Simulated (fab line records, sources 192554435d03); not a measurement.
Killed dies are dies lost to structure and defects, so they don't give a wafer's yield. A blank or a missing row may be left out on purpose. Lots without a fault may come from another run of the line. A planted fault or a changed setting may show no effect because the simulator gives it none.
fab line records | flow n5_finfet
record lots=4 wafers=12 last_day=18
route steps=1938 shown DUMMY_GATE@247 SPACER0@258 SD_EPI_N@262 SD_EPI_P@320 BEOL_M4@1111 PASSIVATION@1936
lots that met no fault: from a run of the same line without faults
start_h: hours from the record's first day to the start of the lot's first wafer shown | wait_h: hours since the lot's step before | " the same as in the row above | L1.1+2: a row that stands for several wafers | - no value, or no start given | * or withheld: withheld | < > ~ a bound
route shown NAME@n: a module of which the file shows steps, and the number in the route of the first | usual: mean/standard deviation of fault-free wafers | same: alike in all rows | chamber/n: place in a boat | sites: the reading at each site | _std_site: their standard deviation | _edge_site: outer sites' mean less inner sites' | radius_mm: how far each site lies from the wafer's centre | mask NAME#n: copy n | behind: the tool/chamber that last shaped the wafer | hold: why the lot was held/for how many hours/how that ended | device: the transistor (n, p or np) that didn't switch | end of line: the same wafers' tests at the end of the route | a step without rows: its recipe alone | killed: dies lost to structure and defects at the first sort, not the wafer's yield | map: a wafer's dies, x killed, . not, _ none there
set.NAME: the setting as run; set.NAME@STEP: as run at that earlier step | model.NAME: the simulator's own value behind a step, which no gauge read
lots at some steps of the route; a table a step, a row a wafer
services: from which hour (start_h, from the record's first day; less than 0 if before it) a tool's chamber was out of use, for how many hours, and why
## steps
# step N5_DUMMY_GATE_ETCH_23
# recipe chemistry=HBr/Cl2/O2 HBr_flow_sccm=150 Cl2_flow_sccm=80 O2_flow_sccm=12 bias_w=102 target_depth_a=410 time_s=22.3 target=poly-Si mask_material=SiO2 pressure_mtorr=10 icp_w=800
# step N5_DUMMY_GATE_ETCH_44
# recipe chemistry=HBr/O2 over_etch_frac=0.7 target_depth_a=1275 stop_on=SiO2 ion_energy_ev=60 bias_w=20 target=poly-Si mask_material=SiO2 pressure_mtorr=20 icp_w=400 HBr_flow_sccm=120 O2_flow_sccm=10
# step N5_DUMMY_GATE_ETCH_42
# recipe chemistry=CHF3/O2 target=SiO2 target_depth_a=35 time_s=31 ion_energy_ev=30 bias_w=12 pressure_mtorr=30 source_w=600 Ar_flow_sccm=200 CHF3_flow_sccm=50 O2_flow_sccm=5
# step N5_DUMMY_GATE_STRIP_48
# recipe chemistry=N2/H2 time_s=20 power_w=100 temp_c=40 pressure_mtorr=100 rf_frequency_hz=6e+07 bias_power_w=3 n2_flow_sccm=300 h2_flow_sccm=300
# step N5_DUMMY_GATE_PRECLEAN_33
# recipe chemistry=dHF time_s=10 dilution=750:1 temp_c=25
# step N5_DUMMY_GATE_PRECLEAN_25
# recipe chemistry=O3/DIW time_s=45 temp_c=22 o3_ppm=10
# step N5_DUMMY_GATE_PRECLEAN_51
# recipe chemistry=SC2 time_s=45 temp_c=35 mix=1:1:50
# step N5_DUMMY_GATE_SRD_26
# recipe dry=ipa_marangoni time_s=30 temp_c=23 rinse_liquid=diw
# step N5_DUMMY_GATE_UV_OZONE_45
# recipe time_s=120 pressure_torr=760 temp_c=25
# step N5_SPACER0_ALD_07
# recipe material=SiNx target_thk_a=20 temp_c=400 ald_precursor_family=SiH2I2 ald_co_reactant=N2/H2-plasma pressure_torr=2
# step N5_SPACER0_ALD_00
# recipe material=SiOCN target_thk_a=35 temp_c=400 ald_precursor_family=alkyl-aminosilane ald_co_reactant=O2/N2-plasma pulse_time_s=3 purge_time_s=2 co_reactant_purge_time_s=2 ald_cycles=58 pressure_torr=2
# usual ald_cycles=58/0 heater_power_w=856/86 precursor_pulse_height_rel=0.997/0.021 susceptor_temp_C=399.97/0.21
# columns lot.wafer tool chamber start_h wait_h ald_cycles heater_power_w precursor_pulse_height_rel susceptor_temp_C model.SiOCN_of_SPACER0_ALD_00.thk_nm
L406.1 ald_sin-04 0 106.45 0.1 58 737 0.994 400.01 3.6
L406.3 " 2 " " 58 999 0.999 400.10 3.6
L406.5 " 3 " " 58 899 0.964 399.95 3.6
L410.3 ald_sin-04 1 129.43 0.1 68 791 0.993 400.16 4.2
L410.4 " 0 " " 68 762 1.011 399.75 4.2
L410.6 " 0 " " 68 738 1.004 400.04 4.2
L411.2 ald_sin-01 0 136.19 0.1 58 1128 1.021 399.82 3.6
L411.4 " 1 " " 58 919 0.996 399.88 3.4
L411.5 " 0 " " 58 1109 1.020 400.34 3.4
L412.1 ald_sin-04 0 138.67 0.1 68 768 1.033 399.98 4.2
L412.4 " 3 " " 68 893 1.010 399.99 4.2
L412.5 " 0 " " 68 740 0.979 400.07 4.2
# step N5_SPACER0_ALD_08
# recipe material=SiNx target_thk_a=20 temp_c=400 ald_precursor_family=SiH2I2 ald_co_reactant=N2/H2-plasma pressure_torr=2
# step N5_SD_EPI_N_COAT_32
# recipe resist=SOC temp_c=250 time_s=60 spin_rpm=1500 resist_thk_nm=350
# step N5_SD_EPI_N_COAT_33
# recipe resist=SiARC temp_c=220 time_s=60 spin_rpm=1500 resist_thk_nm=35
# step N5_SD_EPI_N_COAT_03
# recipe resist=CAR-ArF-block spin_rpm=1500 resist_thk_nm=150
# step N5_SD_EPI_N_EBR_05
# recipe solvent=PGMEA ebr_width_mm=1.5
# step N5_SD_EPI_N_SOFTBAKE_04
# recipe temp_c=110 time_s=60 resist=CAR-ArF-block
# step N5_SD_EPI_N_EXPOSE_06
# recipe mask_id=SD_N_BLK na=1.35 source_shape=conventional sigma_outer=0.8 polarization=unpolarized target_cd_nm=120 dose_mj=39.75
# step N5_SD_EPI_N_PEB_07
# recipe peb_temp_c=110 peb_time_s=60 resist=CAR-ArF-block
# step N5_SD_EPI_N_DEVELOP_08
# recipe develop_time_s=30 developer=TMAH resist=CAR-ArF-block dev_temp_c=23 rinse_liquid=diw dry=air_spin
# step N5_SD_EPI_N_DESCUM_14
# recipe chemistry=O2 time_s=7.9 source_power_w=50 bias_power_w=20 pressure_mtorr=20 rf_frequency_hz=2.712e+07 temp_c=40 resist=CAR-ArF-block o2_flow_sccm=225
# step N5_SD_EPI_N_ETCH_34
# recipe chemistry=CF4 target=SiARC target_depth_a=455 mask_material=CAR-ArF-block time_s=75.8 ion_energy_ev=80 pressure_mtorr=40 source_w=545 bias_w=36 Ar_flow_sccm=100 cf4_flow_sccm=100 ends=cleared
# step N5_SD_EPI_N_ETCH_35
# recipe chemistry=N2/H2 target=SOC overetch_a=1080 mask_material=SiARC temp_c=40 ion_energy_ev=100 source_w=3000 bias_w=133 pressure_mtorr=20 time_s=486 n2_flow_sccm=200 h2_flow_sccm=200
# step N5_SD_EPI_N_STRIP_36
# recipe chemistry=N2/H2 temp_c=40 n2_flow_sccm=200 h2_flow_sccm=200 rf_frequency_hz=6e+07
# step N5_SD_EPI_N_ETCHBACK_44
# recipe chemistry=CH3F/O2 mode=anisotropic_etchback target=SiNx target_depth_a=145 stop_on=SiO2 over_etch_frac=0.3 ion_energy_ev=120 pressure_mtorr=30 source_w=395 bias_w=73 Ar_flow_sccm=150 CH3F_flow_sccm=30 O2_flow_sccm=20
# step N5_SD_EPI_N_ETCH_45
# recipe chemistry=CH3F/O2 target=SiOCN target_depth_a=60 mask_material=SOC ion_energy_ev=60 bias_w=29 pressure_mtorr=15 source_w=410 Ar_flow_sccm=150 CH3F_flow_sccm=30 O2_flow_sccm=20
# step N5_SD_EPI_N_ETCH_16
# recipe chemistry=CHF3/O2 target=SiO2 target_depth_a=50 mask_material=SOC pressure_mtorr=30 source_w=650 bias_w=170 Ar_flow_sccm=200 CHF3_flow_sccm=50 O2_flow_sccm=5 ion_energy_ev=200
# step N5_SD_EPI_N_STRIP_47
# recipe chemistry=CHF3/O2 resist=SiARC rf_frequency_hz=6e+07
# step N5_SD_EPI_N_SD_RECESS_17
# recipe chemistry=HBr/Cl2/O2 target_depth_a=410 mask_material=SOC time_s=23.7 bt_time_s=3 pressure_mtorr=10 icp_w=800 bias_w=112 HBr_flow_sccm=150 Cl2_flow_sccm=80 O2_flow_sccm=12
# step N5_SD_EPI_N_STRIP_38
# recipe chemistry=N2/H2 power_w=1000 temp_c=250 h2_frac=0.65 overash_fraction=0.3 pressure_mtorr=withheld n2_flow_sccm=1750 h2_flow_sccm=3250
# step N5_SD_EPI_N_WET_ETCH_43
# recipe chemistry=dHF dilution=withheld time_s=14 target=SiO2 target_depth_a=15 temp_c=25
# step N5_SD_EPI_N_STRIP_18
# recipe chemistry=SPM time_s=750 temp_c=130 h2so4_h2o2_vol_ratio=4
# step N5_SD_EPI_N_SRD_20
# recipe dry=ipa_marangoni do_ppb=5 time_s=30 temp_c=23 rinse_liquid=diw
# step N5_SD_EPI_N_PRECLEAN_48
# recipe chemistry=NF3:NH3 afs_cycles=2 temp_c=30 time_s=20 sublimation_temp_c=180 sublimation_time_s=60 pressure_torr=3 rf_power_w=30
# step N5_SD_EPI_N_VAPOR_ETCH_50
# recipe chemistry=HCl target=Si temp_c=775 time_s=54 pressure_torr=20 mode=isotropic
# step N5_SD_EPI_N_EPI_21
# recipe material=Si:P dopant=P temp_c=680 pressure_torr=255 time_s=690
# step N5_SD_EPI_P_VAPOR_ETCH_44
# recipe chemistry=NF3/Ar target=SiGe30 temp_c=25 time_s=3.3 mode=isotropic
# usual susceptor_temp_C=25.00/0.11
# columns lot.wafer tool chamber start_h wait_h susceptor_temp_C
L406.1 epi_rpcvd-03 0 113.67 0.1 25.19
L406.3 " 0 " " 24.96
L406.5 " 0 " " 24.90
L410.3 epi_rpcvd-04 0 135.89 0.1 25.01
L410.4 " 0 " " 24.95
L410.6 " 0 " " 24.87
L411.2 epi_rpcvd-01 0 142.97 0.1 24.87
L411.4 " 0 " " 24.85
L411.5 " 0 " " 24.88
L412.1 epi_rpcvd-04 0 145.49 0.1 25.13
L412.4 " 0 " " 25.13
L412.5 " 0 " " 25.00
# step N5_SD_EPI_P_PRECLEAN_32
# recipe chemistry=dHF time_s=10 dilution=500:1 temp_c=25
# usual bath_heat_duty_pct=6.3/0.78
# columns lot.wafer tool chamber start_h wait_h bath_heat_duty_pct model.SiOCN_of_SPACER0_ALD_00.thk_nm
L406.1 wet_bench-06 7 116.17 0.0 6.6 3.4
L406.3 " 5 " " 6.3 3.4
L406.5 " 6 " " 7.1 3.4
L410.3 wet_bench-05 5 138.33 0.0 5.8 4
L410.4 " 7 " " 6.4 4
L410.6 " 0 " " 7.9 4
L411.2 wet_bench-06 4 145.44 0.0 5.5 3.4
L411.4 " 3 " " 5.6 3.4
L411.5 " 1 " " 5.9 3.4
L412.1 wet_bench-05 0 148.00 0.0 7.7 4
L412.4 " 1 " " 8.5 4
L412.5 " 7 " " 7.1 4
# step N5_BEOL_M4_RC_MEAS_101
# usual DIBL_N=35.8/1.7 DIBL_P=35.3/2 IOFF_N=0.150/0.026 IOFF_P=0.194/0.029 ION_N=667/11 ION_P=456/7.1 REXT_N=75.7/1.8 SS_N=71.4/0.65 SS_P=73.1/0.64 VT_N=251/3 VT_P=-252/3.2
# columns lot.wafer tool chamber start_h wait_h DIBL_N[mV/V] DIBL_P[mV/V] IOFF_N[nA/um] IOFF_P[nA/um] ION_N[uA/um] ION_P[uA/um] REXT_N[ohm.um] SS_N[mV/dec] SS_P[mV/dec] VT_N[mV] VT_P[mV]
L406.1 prober-01 0 276.86 0.0 36.7 37.7 0.203 0.258 695 473 76.1 72.1 73.8 245 -245
L406.3 " 0 " " 34.6 35.8 0.151 0.226 674 463 77.9 71.8 73.1 249 -249
L406.5 " 0 " " 32.9 34.1 0.127 0.200 660 464 78.3 70.6 72.9 251 -250
L410.3 prober-01 0 287.26 0.3 33.2 37.0 0.113 0.228 648 465 84.2 70.2 73.8 254 -249
L410.4 " 0 " " 31.1 33.7 0.091 0.183 633 459 83.6 70.5 72.7 257 -252
L410.6 " 0 " " 31.0 34.0 0.085 0.181 633 459 83.9 70.3 72.6 258 -252
L412.1 prober-02 0 313.71 0.0 30.6 35.0 0.087 0.197 640 467 83.3 70.3 73.1 260 -249
L412.4 " 0 " " 32.9 38.1 0.113 0.251 651 475 82.2 70.4 73.8 253 -246
L412.5 " 0 " " 35.2 39.9 0.141 0.275 659 471 81.7 71.2 74.4 252 -244
L411.2 prober-01 0 317.83 0.2 37.3 35.9 0.184 0.223 687 468 75.6 71.8 73.1 247 -251
L411.4 " 0 " " 38.2 34.3 0.182 0.198 672 448 75.2 72.7 73.5 250 -253
L411.5 " 0 " " 39.5 36.2 0.226 0.231 674 453 76.1 72.9 73.8 246 -248
# step N5_PASSIVATION_PROBE_49
# usual defect_limited_yield=91.5/1.4 killed_at_M0_to_M3=34/11 killed_at_M4_up=15/6 killed_at_contacts=11/5.9 killed_at_front_end=37/11 killed_at_other=3.6/2.9 killed_dies=101/17 killed_open=66/12 killed_short=33/7.8 sort_bin_5_function=5.0/0.97 sort_bin_6_memory=3.2/0.65 sort_bin_8_speed=0.02/0.2 sort_n_pass=1079/17 sort_yield_pct=91.4/1.4
# same gross_dies=1180 killed_at_back_side=0 sort_bin_4_leakage[%]=0
# columns lot.wafer tool chamber start_h wait_h defect_limited_yield[%] killed_at_M0_to_M3 killed_at_M4_up killed_at_contacts killed_at_front_end killed_at_other killed_dies killed_open killed_short sort_bin_5_function[%] sort_bin_6_memory[%] sort_bin_8_speed[%] sort_n_pass sort_yield_pct[%]
L406.1 prober-01 - 381.38 0.0 90.9 13 15 19 56 4 107 64 40 4.7 3.8 0 1073 90.9
L406.3 prober-01 - 381.48 0.1 90.4 24 18 10 61 0 113 82 31 5.4 3.6 0 1067 90.4
L406.5 prober-01 - 381.58 0.2 90.7 28 7 8 67 0 110 78 31 5.3 3.9 0 1070 90.7
L410.3 prober-01 - 392.47 0.1 91.4 35 20 3 40 3 101 62 39 5.6 2.7 0.17 1077 91.3
L410.4 prober-01 - 392.52 0.2 91.6 32 14 8 43 2 99 60 39 4.8 3.4 3.47 1040 88.1
L410.6 prober-01 - 392.62 0.3 90.4 44 11 9 46 3 113 73 40 5.8 3.5 9.07 960 81.4
L412.1 prober-01 - 423.65 0.0 94.7 15 6 6 34 1 62 37 24 3.1 1.9 2.37 1090 92.4
L412.4 prober-01 - 423.80 0.2 92.5 18 13 10 43 5 89 57 30 5.3 2.0 0 1091 92.5
L412.5 prober-01 - 423.85 0.2 92.5 21 17 5 45 0 88 61 26 4.9 2.4 0 1092 92.5
L411.2 prober-02 - 427.58 0.1 93.2 17 8 13 37 5 80 54 23 4.1 2.4 0.08 1100 93.2
L411.4 prober-02 - 427.68 0.2 91.8 30 11 13 38 5 97 63 31 4.2 3.5 0 1083 91.8
L411.5 prober-02 - 427.73 0.2 90.6 26 11 23 44 7 111 78 33 5.3 3.8 0 1069 90.6
# killed by level:class
L406.1 STI_FIN_REVEAL:geometric_particle:open=20 MOL_CONTACT_COAG:geometric_particle:open=15 FIN_SAQP:geometric_particle:short=10 GATE_CUT:geometric_particle:open=5 FIN_SAQP:geometric_particle:open=4 GATE_CUT:geometric_particle:short=4 MOL_CONTACT_COAG:geometric_particle:short=4 BEOL_M5:geometric_particle:short=4
L406.3 STI_FIN_REVEAL:geometric_particle:open=30 FIN_SAQP:geometric_particle:short=10 MOL_CONTACT_COAG:geometric_particle:open=9 FIN_SAQP:geometric_particle:open=7 STI_FIN_REVEAL:geometric_particle:short=6 BEOL_M3:geometric_particle:open=5 BEOL_M0_SAQP:geometric_particle:open=4 BEOL_M4:geometric_particle:open=4
L406.5 STI_FIN_REVEAL:geometric_particle:open=25 FIN_SAQP:geometric_particle:short=12 BEOL_M2:geometric_particle:open=11 FIN_SAQP:geometric_particle:open=8 BEOL_M0_SAQP:geometric_particle:open=6 DUMMY_GATE:geometric_particle:open=6 MOL_CONTACT_COAG:geometric_particle:open=5 STARTING-WAFER:geometric_particle:open=5
L410.3 BEOL_M0_SAQP:geometric_particle:short=11 STI_FIN_REVEAL:geometric_particle:open=8 BEOL_M0_SAQP:geometric_particle:open=7 FIN_SAQP:geometric_particle:short=6 FIN_SAQP:geometric_particle:open=6 BEOL_M1:geometric_particle:open=6 BEOL_M2:geometric_particle:open=5 BEOL_M4:geometric_particle:open=5
L410.4 BEOL_M0_SAQP:geometric_particle:short=12 STI_FIN_REVEAL:geometric_particle:open=11 GATE_CUT:geometric_particle:short=8 BEOL_M0_SAQP:geometric_particle:open=7 BEOL_M2:geometric_particle:open=7 DUMMY_GATE:geometric_particle:open=5 MOL_CONTACT_COAG:geometric_particle:open=5 BEOL_M4:geometric_particle:open=4
L410.6 BEOL_M0_SAQP:geometric_particle:short=13 GATE_CUT:geometric_particle:short=10 BEOL_M0_SAQP:geometric_particle:open=9 STI_FIN_REVEAL:geometric_particle:open=8 GATE_CUT:geometric_particle:open=7 MOL_CONTACT_COAG:geometric_particle:open=7 BEOL_M1:geometric_particle:open=7 BEOL_M2:geometric_particle:open=7
L412.1 STI_FIN_REVEAL:geometric_particle:open=8 GATE_CUT:geometric_particle:short=6 MOL_CONTACT_COAG:geometric_particle:open=6 BEOL_M2:geometric_particle:open=5 FIN_SAQP:geometric_particle:short=4 FIN_SAQP:geometric_particle:open=4 BEOL_M0_SAQP:geometric_particle:short=4 ILD0:geometric_particle:short=3
L412.4 STI_FIN_REVEAL:geometric_particle:open=15 BEOL_M4:geometric_particle:open=10 FIN_SAQP:geometric_particle:short=7 MOL_CONTACT_COAG:geometric_particle:open=7 BEOL_M3:geometric_particle:open=6 DUMMY_GATE:geometric_particle:open=4 BEOL_M0_SAQP:geometric_particle:short=4 BEOL_M1:geometric_particle:open=4
L412.5 STI_FIN_REVEAL:geometric_particle:open=16 BEOL_M4:geometric_particle:open=8 FIN_SAQP:geometric_particle:short=7 BEOL_M0_SAQP:geometric_particle:open=6 BEOL_M2:geometric_particle:open=6 DUMMY_GATE:geometric_particle:open=5 BEOL_M0_SAQP:geometric_particle:short=5 FIN_SAQP:geometric_particle:open=4
L411.2 FIN_SAQP:geometric_particle:open=11 MOL_CONTACT_COAG:geometric_particle:open=10 STI_FIN_REVEAL:geometric_particle:open=7 BEOL_M2:geometric_particle:open=6 FIN_SAQP:geometric_particle:short=5 MOL_CONTACT_COAG:geometric_particle:short=3 BEOL_M1:geometric_particle:open=3 STI_FIN_REVEAL:geometric_particle:short=2
L411.4 FIN_SAQP:geometric_particle:open=12 MOL_CONTACT_COAG:geometric_particle:open=8 FIN_SAQP:geometric_particle:short=7 BEOL_M4:geometric_particle:open=6 BEOL_M1:geometric_particle:open=6 STI_FIN_REVEAL:geometric_particle:open=5 MOL_CONTACT_COAG:geometric_particle:short=5 BEOL_M0_SAQP:geometric_particle:short=5
L411.5 MOL_CONTACT_COAG:geometric_particle:open=22 STI_FIN_REVEAL:geometric_particle:open=10 FIN_SAQP:geometric_particle:open=9 STI_FIN_REVEAL:geometric_particle:short=6 FIN_SAQP:geometric_particle:short=5 BEOL_M1:geometric_particle:open=5 BEOL_M2:geometric_particle:open=5 STARTING-WAFER:geometric_particle:open=5
# map L410.6 (x killed, . not)
_________________x...........________________
______________..............x..._____________
___________........................__________
__________.......x.x........xx.x...._________
________...................xx........x_______
_______...........................x.x..______
______...............x..x.............x._____
_____.........xx.........................____
____..........x.....x........x............___
___.....................x.x.x.x............__
___...................x....x.......x.x.....__
__.xxx........x.............x...........x.x._
__..x............x.........................._
_......x..................x........x..x......
_...........x....x..x.........x.............x
_..x.....x....xx.......x............x........
_....x...x................................x..
_........xx.................x.......x......xx
_...x..x......x........................x.....
_...........x..........x..x..................
_..x...x...x.xx..........x............x..xx..
__...x..x.x....................x........x.xx_
__...x........x....x.............x.........._
___........x......x........................__
___..................x.....................__
____.......x..x........x...x.xx.....x.....___
_____.......x............................____
______.........x........................_____
_______................x..........x....______
________..............xx.............._______
__________.....x..x..............x.._________
___________..................x.x...__________
______________..........x.x.x..._____________
_________________......x.....________________
# map L412.4 (x killed, . not)
_________________........x...________________
______________..x...........x..._____________
___________.....xx...............x.__________
__________...x......................_________
________.............................x_______
_______.............x...x......x.......______
______........x.....x...........x......._____
_____..........................x.x.......____
____.......x..............................___
___..........x.....................x..x....__
___x......x.........................x...x..__
__.....x..x..........x.....................x_
__........x...............x.........x......._
_...........................x...x.x.........x
_..........x.xx.....x.......x.x..............
_...x..........................x.......x.....
_..........................................xx
_........x....................x..............
_........x.................................x.
_...................x.x......................
_.......x........x..........x................
__..................x..x...................._
__x...................x........x.........x.x_
___.x..............x.x.........x.....x.....__
___............x.......................x...__
____..x..............................x....___
_____.................x........x....xx...____
______.........x.............x....x....._____
_______....................x...........______
________x...x..............x.x.x..xx.._______
__________.........................._________
___________...x...............x....__________
______________.................._____________
_________________.x..........________________
## services
# columns tool chamber start_h hours kind
ald_sin-01 - 85.61 14.0 pm
ald_sin-01 0 85.61 14.0 vent_cycle
ald_sin-01 1 85.61 14.0 vent_cycle
ald_sin-01 2 85.61 14.0 vent_cycle
ald_sin-01 3 85.61 14.0 vent_cycle
ald_sin-01 0 99.61 - clean
ald_sin-01 1 99.61 - clean
ald_sin-01 2 99.61 - clean
ald_sin-01 3 99.61 - clean
wet_bench-05 - 109.97 2.0 repair
wet_bench-06 - 127.30 6.4 repair
wet_bench-05 - 132.58 4.4 pm
epi_rpcvd-03 - 140.36 28.1 pm
wet_bench-06 - 146.66 2.9 repair
## key
first_sign step=N5_SPACER0_ALD_00 reading=ald_cycles direction=up sigmas=99+ usual=* struck=*
effect step=N5_BEOL_M4_RC_MEAS_101 reading=REXT_N direction=up sigmas=4 usual=75.7 struck=83.2
effect step=N5_BEOL_M4_RC_MEAS_101 reading=ION_N direction=down sigmas=2.1 usual=667 struck=644
effect step=N5_BEOL_M4_RC_MEAS_101 reading=DIBL_N direction=down sigmas=2 usual=35.8 struck=32.3
effect step=N5_BEOL_M4_RC_MEAS_101 reading=IOFF_N direction=down sigmas=1.7 usual=0.150 struck=0.105 wafers_moved=1
effect step=N5_BEOL_M4_RC_MEAS_101 reading=VT_N direction=up sigmas=1.6 usual=251 struck=256
effect step=N5_BEOL_M4_RC_MEAS_101 reading=SS_N direction=down sigmas=1.5 usual=71.4 struck=70.5
effect step=N5_PASSIVATION_PROBE_49 reading=sort_bin_8_speed direction=up sigmas=12 usual=0.02 struck=2.51 wafers_moved=3
model_effect step=N5_SPACER0_ALD_00 value=SiOCN_of_SPACER0_ALD_00.thk_nm without=3.567 struck=4.2
model_effect step=N5_SD_EPI_P_PRECLEAN_32 value=SiOCN_of_SPACER0_ALD_00.thk_nm without=3.4 struck=4
met_at N5_SPACER0_ALD_00,N5_SD_EPI_P_VAPOR_ETCH_44
struck_wafers L410.3,L410.4,L410.6,L412.1,L412.4,L412.5
onset_between 106.45 129.43
fault kind=process_parameter_drift tool=ald_sin-04 chamber=- onset_h=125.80 steps=N5_SPACER0_ALD_00 channel=ald_cycles offset=* shape=step end_h=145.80 acts_in=* stated=*
fault kind=process_parameter_drift tool=epi_rpcvd-04 chamber=- onset_h=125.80 steps=N5_SD_EPI_P_VAPOR_ETCH_44 channel=time_s offset=* shape=step end_h=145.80 acts_in=* stated=*
